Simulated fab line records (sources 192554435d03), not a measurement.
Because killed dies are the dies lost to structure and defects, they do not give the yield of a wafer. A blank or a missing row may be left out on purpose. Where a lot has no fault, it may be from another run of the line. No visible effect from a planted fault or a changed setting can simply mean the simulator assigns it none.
fab line records -- flow n5-finfet
record lots=13, wafers=39, last-day=17
route steps=1938 shown WELL_APT@31 PMOS_HMC_CHANNEL_EPI@65
lots that met no fault: taken from a fault-free run of the same line
start-h: hours from the record's first day to the start of the lot's first wafer shown -- wait-h: hours since the lot's step before -- " identical to the entry in the row above -- L1.1+2: several wafers, shown together as one row -- - no value, or no start given -- * or withheld: withheld -- < > ~ a bound
route shown NAME@n: a module of which the file shows steps, and the number in the route of the first -- usual: average and standard deviation across the fault-free wafers -- same: alike in all rows -- chamber/n: place in a boat -- sites: each site's reading -- _std_site: their standard deviation -- _edge_site: the outer-site mean with the inner-site mean subtracted -- radius-mm: for every site, how far away it sits from the centre of the wafer -- mask NAME#n: copy n -- behind: the tool/chamber that last shaped the wafer -- hold: what put the lot on hold/how long, in hours/how the hold closed -- device: names the non-switching transistor (n, p or np) -- end of line: at the end of the route, the tests of the same wafers -- a step with no rows: only its recipe -- killed: dies lost to structure and defects at the first sort, not the wafer's yield -- map: a wafer's dies, marking killed ones x, the rest . and places with no die _
set.NAME: the run value of the setting; set.NAME@STEP: its run value at that earlier step -- model.NAME: the simulator's own value behind a step, which no gauge read
the route's steps for a sample of lots (tables are steps, rows are wafers)
services: a tool's chamber out of use, with start hour (start-h, from the record's first day; less than 0 if before it), hours out, and reason
## steps
# step N5_WELL_APT_DESCUM_13
# recipe chemistry=O2, time-s=7.9, source-power-w=50, bias-power-w=20, pressure-mtorr=20, rf-frequency-hz=2.712e+07, temp-c=40, o2-flow-sccm=225
# usual drypump-motor-current-A=5.3/0.51, oes-product-au=0.73/0.056, rf-vpp-V=242.8/1.3, showerhead-plenum-p-Torr=2.07/0.057, throttle-valve-pct=20.43/0.15
lot.wafer,tool,chamber,start-h,wait-h,drypump-motor-current-A,oes-product-au,rf-hours-counter-h,rf-vpp-V,showerhead-plenum-p-Torr,throttle-valve-pct
L364.3,rie-diel-04,1,14.47,0.6,5.4,0.71,196,241.0,2.01,20.43
L364.4,rie-diel-04,0,14.47,0.6,5.5,0.72,189,243.3,2.05,20.56
L364.5,rie-diel-04,3,14.47,0.6,4.9,0.74,-,244.2,2.17,20.54
L365.2,rie-diel-01,0,19.70,0.0,4.9,0.70,214,242.5,2.06,20.38
L365.4,rie-diel-01,3,19.70,0.0,4.9,0.71,195,242.1,2.09,20.30
L365.6,rie-diel-01,3,19.70,0.0,4.9,0.71,-,244.0,2.09,20.31
L366.2,rie-diel-04,1,25.92,0.0,5.3,0.71,200,243.0,2.00,20.45
L366.5,rie-diel-04,2,25.92,0.0,5.3,0.75,-,241.1,2.05,20.39
L366.6,rie-diel-04,1,25.92,0.0,5.3,0.71,-,241.9,2.00,20.44
L367.1,rie-diel-01,2,31.86,0.0,6.3,0.72,198,242.8,2.06,20.37
L367.2,rie-diel-01,3,31.86,0.0,4.8,0.71,199,243.0,2.09,20.31
L367.5,rie-diel-01,3,31.86,0.0,4.8,0.71,-,243.6,2.09,20.32
L370.1,rie-diel-05,2,49.92,0.2,5.2,0.91,21,242.8,2.15,20.02
L370.3,rie-diel-05,1,49.92,0.2,6.4,0.79,124,242.7,2.01,20.38
L370.5,rie-diel-05,2,49.92,0.2,5.2,0.91,-,240.7,2.15,20.02
L376.1,rie-diel-05,2,85.79,0.0,5.2,0.89,32,243.9,2.14,20.04
L376.2,rie-diel-05,0,85.79,0.0,5.9,0.66,238,241.9,2.05,20.19
L376.5,rie-diel-05,1,85.79,0.0,6.4,0.77,-,243.8,2.01,20.38
L377.1,rie-diel-04,0,92.42,0.5,5.4,0.70,219,244.2,2.04,20.61
L377.4,rie-diel-04,3,92.42,0.5,4.9,0.72,167,243.8,2.16,20.59
L377.6,rie-diel-04,3,92.42,0.5,4.9,0.72,-,245.5,2.16,20.58
L378.1,rie-diel-05,2,97.89,0.0,5.2,0.88,36,244.0,2.14,20.06
L378.3,rie-diel-05,0,97.89,0.0,5.9,0.65,242,242.9,2.04,20.19
L378.6,rie-diel-05,2,97.89,0.0,5.2,0.88,-,243.4,2.14,20.05
L379.2,rie-diel-04,1,104.50,0.5,5.3,0.68,229,241.5,1.99,20.50
L379.5,rie-diel-04,2,104.50,0.5,5.3,0.73,-,241.3,2.04,20.44
L379.6,rie-diel-04,3,104.50,0.5,4.9,0.71,-,245.1,2.16,20.58
L380.2,rie-diel-04,3,109.78,0.0,4.8,0.72,173,244.4,2.16,20.59
L380.5,rie-diel-04,2,109.78,0.0,5.3,0.73,-,241.5,2.04,20.45
L380.6,rie-diel-04,1,109.78,0.0,5.3,0.68,-,243.1,1.99,20.50
L382.2,rie-diel-04,2,122.57,0.8,5.3,0.74,169,241.8,2.04,20.44
L382.3,rie-diel-04,3,122.57,0.8,4.9,0.71,177,243.6,2.16,20.60
L382.5,rie-diel-04,3,122.57,0.8,4.8,0.72,-,244.2,2.15,20.59
L386.3,rie-diel-01,3,145.98,0.2,4.9,0.67,232,243.1,2.08,20.37
L386.5,rie-diel-01,3,145.98,0.2,4.8,0.67,-,242.2,2.08,20.38
L386.6,rie-diel-01,1,145.98,0.2,4.7,0.73,-,244.0,2.16,20.52
L387.1,rie-diel-05,3,151.98,0.1,4.8,0.75,179,241.9,2.01,20.62
L387.2,rie-diel-05,2,151.98,0.1,5.2,0.85,58,241.2,2.13,20.12
L387.6,rie-diel-05,2,151.98,0.1,5.2,0.84,-,244.3,2.13,20.08
# step N5_WELL_APT_STRIP_16
# recipe chemistry=SPM, time-s=900, temp-c=130, h2so4-h2o2-vol-ratio=4, dry=ipa-marangoni
# usual bath-guard-temp-C=129.9/0.42, bath-heat-duty-pct=14.8/1.4
lot.wafer,tool,chamber,start-h,wait-h,bath-guard-temp-C,bath-heat-duty-pct
L364.3,wet-bench-06,1,14.96,0.1,129.9,16.9
L364.4,wet-bench-06,6,14.96,0.1,129.3,14.5
L364.5,wet-bench-06,5,14.96,0.1,129.5,14.9
L365.2,wet-bench-06,7,20.19,0.1,129.7,12.3
L365.4,wet-bench-06,1,20.19,0.1,129.6,15.0
L365.6,wet-bench-06,2,20.19,0.1,129.7,11.9
L366.2,wet-bench-06,3,26.40,0.1,130.1,18.7
L366.5,wet-bench-06,7,26.40,0.1,129.7,13.1
L366.6,wet-bench-06,5,26.40,0.1,129.3,15.7
L367.1,wet-bench-04,2,32.35,0.2,129.7,14.3
L367.2,wet-bench-04,6,32.35,0.2,130.6,13.6
L367.5,wet-bench-04,3,32.35,0.2,129.9,15.4
L370.1,wet-bench-05,1,50.40,0.2,130.6,14.4
L370.3,wet-bench-05,0,50.40,0.2,129.6,15.2
L370.5,wet-bench-05,6,50.40,0.2,129.8,13.8
L376.1,wet-bench-05,0,86.29,0.2,130.0,14.6
L376.2,wet-bench-05,6,86.29,0.2,130.1,14.3
L376.5,wet-bench-05,4,86.29,0.2,129.5,13.8
L377.1,wet-bench-04,2,92.93,0.2,-,-
L377.4,wet-bench-04,0,92.93,0.2,-,-
L377.6,wet-bench-04,1,92.93,0.2,-,-
L378.1,wet-bench-05,2,98.38,0.2,-,-
L378.3,wet-bench-05,0,98.38,0.2,-,-
L378.6,wet-bench-05,5,98.38,0.2,-,-
L379.2,wet-bench-06,2,104.98,0.1,-,-
L379.5,wet-bench-06,3,104.98,0.1,-,-
L379.6,wet-bench-06,1,104.98,0.1,-,-
L380.2,wet-bench-06,4,110.27,0.1,129.6,16.1
L380.5,wet-bench-06,6,110.27,0.1,129.7,13.5
L380.6,wet-bench-06,7,110.27,0.1,129.5,13.4
L382.2,wet-bench-06,5,123.06,0.1,129.3,14.2
L382.3,wet-bench-06,4,123.06,0.1,129.5,16.3
L382.5,wet-bench-06,1,123.06,0.1,129.3,14.5
L386.3,wet-bench-05,7,146.47,0.1,130.1,13.5
L386.5,wet-bench-05,6,146.47,0.1,129.9,13.9
L386.6,wet-bench-05,1,146.47,0.1,130.8,13.8
L387.1,wet-bench-06,1,152.47,0.2,129.4,14.4
L387.2,wet-bench-06,5,152.47,0.2,129.5,14.9
L387.6,wet-bench-06,0,152.47,0.2,129.6,14.9
# step N5_WELL_APT_CD_MEAS_25
# recipe target-cd-nm=200, landing-energy-ev=500, detector=se-inlens
# usual cd-nm=201.6/2.9
lot.wafer,tool,chamber,start-h,wait-h,cd-nm
L364.3,cd-sem-03,0,15.66,-,201.2
L364.4,cd-sem-03,0,15.66,-,199.5
L364.5,cd-sem-03,0,15.66,-,200.5
L365.2,cd-sem-02,0,20.76,-,199.9
L365.4,cd-sem-02,0,20.76,-,201.6
L365.6,cd-sem-02,0,20.76,-,200.5
L366.2,cd-sem-01,0,26.97,-,201.5
L366.5,cd-sem-01,0,26.97,-,197.8
L366.6,cd-sem-01,0,26.97,-,200.3
L367.1,cd-sem-01,0,33.02,-,198.6
L367.2,cd-sem-01,0,33.02,-,199.9
L367.5,cd-sem-01,0,33.02,-,202.9
L370.1,cd-sem-01,0,51.08,-,199.0
L370.3,cd-sem-01,0,51.08,-,198.3
L370.5,cd-sem-01,0,51.08,-,198.9
L376.1,cd-sem-02,0,86.96,-,208.5
L376.2,cd-sem-02,0,86.96,-,205.4
L376.5,cd-sem-02,0,86.96,-,204.3
L377.1,cd-sem-03,0,93.60,-,199.9
L377.4,cd-sem-03,0,93.60,-,201.5
L377.6,cd-sem-03,0,93.60,-,200.0
L378.1,cd-sem-03,0,98.93,-,205.2
L378.3,cd-sem-03,0,98.93,-,203.7
L378.6,cd-sem-03,0,98.93,-,207.1
L379.2,cd-sem-02,0,105.53,-,199.0
L379.5,cd-sem-02,0,105.53,-,198.1
L379.6,cd-sem-02,0,105.53,-,199.7
L380.2,cd-sem-03,0,110.81,-,196.9
L380.5,cd-sem-03,0,110.81,-,199.6
L380.6,cd-sem-03,0,110.81,-,199.3
L382.2,cd-sem-03,0,123.73,-,206.0
L382.3,cd-sem-03,0,123.73,-,204.8
L382.5,cd-sem-03,0,123.73,-,205.8
L386.3,cd-sem-03,0,147.17,-,199.3
L386.5,cd-sem-03,0,147.17,-,201.6
L386.6,cd-sem-03,0,147.17,-,201.8
L387.1,cd-sem-02,0,153.02,-,207.6
L387.2,cd-sem-02,0,153.02,-,206.5
L387.6,cd-sem-02,0,153.02,-,206.7
# step N5_PMOS_HMC_CHANNEL_EPI_CD_MEAS_09
# recipe target-cd-nm=237.4, landing-energy-ev=500, detector=se-inlens
# usual cd-nm=237.7/1.1
lot.wafer,tool,chamber,start-h,wait-h,cd-nm
L364.3,cd-sem-03,0,17.99,-,235.9
L364.4,cd-sem-03,0,17.99,-,236.0
L364.5,cd-sem-03,0,17.99,-,237.3
L365.2,cd-sem-01,0,23.02,-,238.0
L365.4,cd-sem-01,0,23.02,-,237.3
L365.6,cd-sem-01,0,23.02,-,238.1
L366.2,cd-sem-02,0,29.20,-,239.5
L366.5,cd-sem-02,0,29.20,-,238.6
L366.6,cd-sem-02,0,29.20,-,239.3
L367.1,cd-sem-03,0,35.06,-,238.3
L367.2,cd-sem-03,0,35.06,-,236.8
L367.5,cd-sem-03,0,35.06,-,238.4
L370.1,cd-sem-01,0,53.24,-,240.6
L370.3,cd-sem-01,0,53.24,-,238.8
L370.5,cd-sem-01,0,53.24,-,239.1
L376.1,cd-sem-01,0,89.46,-,238.8
L376.2,cd-sem-01,0,89.46,-,238.1
L376.5,cd-sem-01,0,89.46,-,237.0
L377.1,cd-sem-02,0,95.99,-,236.2
L377.4,cd-sem-02,0,95.99,-,236.6
L377.6,cd-sem-02,0,95.99,-,235.6
L378.1,cd-sem-01,0,101.11,-,239.8
L378.3,cd-sem-01,0,101.11,-,238.7
L378.6,cd-sem-01,0,101.11,-,239.3
L379.2,cd-sem-03,0,108.49,-,237.2
L379.5,cd-sem-03,0,108.49,-,237.2
L379.6,cd-sem-03,0,108.49,-,238.7
L380.2,cd-sem-01,0,113.08,-,236.9
L380.5,cd-sem-01,0,113.08,-,238.5
L380.6,cd-sem-01,0,113.08,-,238.3
L382.2,cd-sem-03,0,127.60,-,238.7
L382.3,cd-sem-03,0,127.60,-,238.9
L382.5,cd-sem-03,0,127.60,-,238.2
L386.3,cd-sem-03,0,149.91,-,238.0
L386.5,cd-sem-03,0,149.91,-,237.1
L386.6,cd-sem-03,0,149.91,-,239.3
L387.1,cd-sem-03,0,155.50,-,237.7
L387.2,cd-sem-03,0,155.50,-,238.1
L387.6,cd-sem-03,0,155.50,-,237.4
## services
tool,chamber,start-h,hours,kind
rie-diel-05,2,8.48,9.6,repair
rie-diel-01,-,10.68,2.8,pm
rie-diel-05,0,12.06,4.0,repair
rie-diel-05,1,39.10,2.4,repair
rie-diel-05,-,71.46,0.8,repair
rie-diel-01,-,102.19,4.3,pm
rie-diel-01,2,107.31,5.2,repair
rie-diel-01,-,114.81,14.6,pm
rie-diel-05,0,119.05,-,clean
rie-diel-05,0,119.05,-,consumable-replace:focus-ring
rie-diel-05,0,119.05,23.4,scheduled-down
rie-diel-05,0,119.05,23.4,vent-cycle
rie-diel-05,2,120.99,4.6,repair
wet-bench-04,-,138.86,4.6,repair
rie-diel-01,0,141.86,-,clean
rie-diel-01,0,141.86,-,consumable-replace:focus-ring
rie-diel-01,0,141.86,13.6,scheduled-down
rie-diel-01,0,141.86,13.6,vent-cycle
## key
first-sign step=N5_WELL_APT_STRIP_16, reading=tool-record, direction=missing
effect none on later readings
met-at N5_WELL_APT_STRIP_16
struck-lots L377,L378,L379
tester-left-out L377,L378,L379
not-acting-at N5_WELL_APT_DESCUM_13,N5_WELL_APT_CD_MEAS_25,N5_PMOS_HMC_CHANNEL_EPI_CD_MEAS_09
onset-between 86.29 92.93
fault kind=skipped-step-whole, tool=wet-bench-04,wet-bench-05,wet-bench-06, chamber=-, onset-h=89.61, steps=N5_WELL_APT_STRIP_16, scope=struck-lots-only
# tester-left-out: of these lots the tester's yield and bins aren't shown, on N5 and GAA mostly nor the transistor test; their killed dies are dies lost to structure and defects alone, not to doping, threshold or leakage, so they don't give the yield
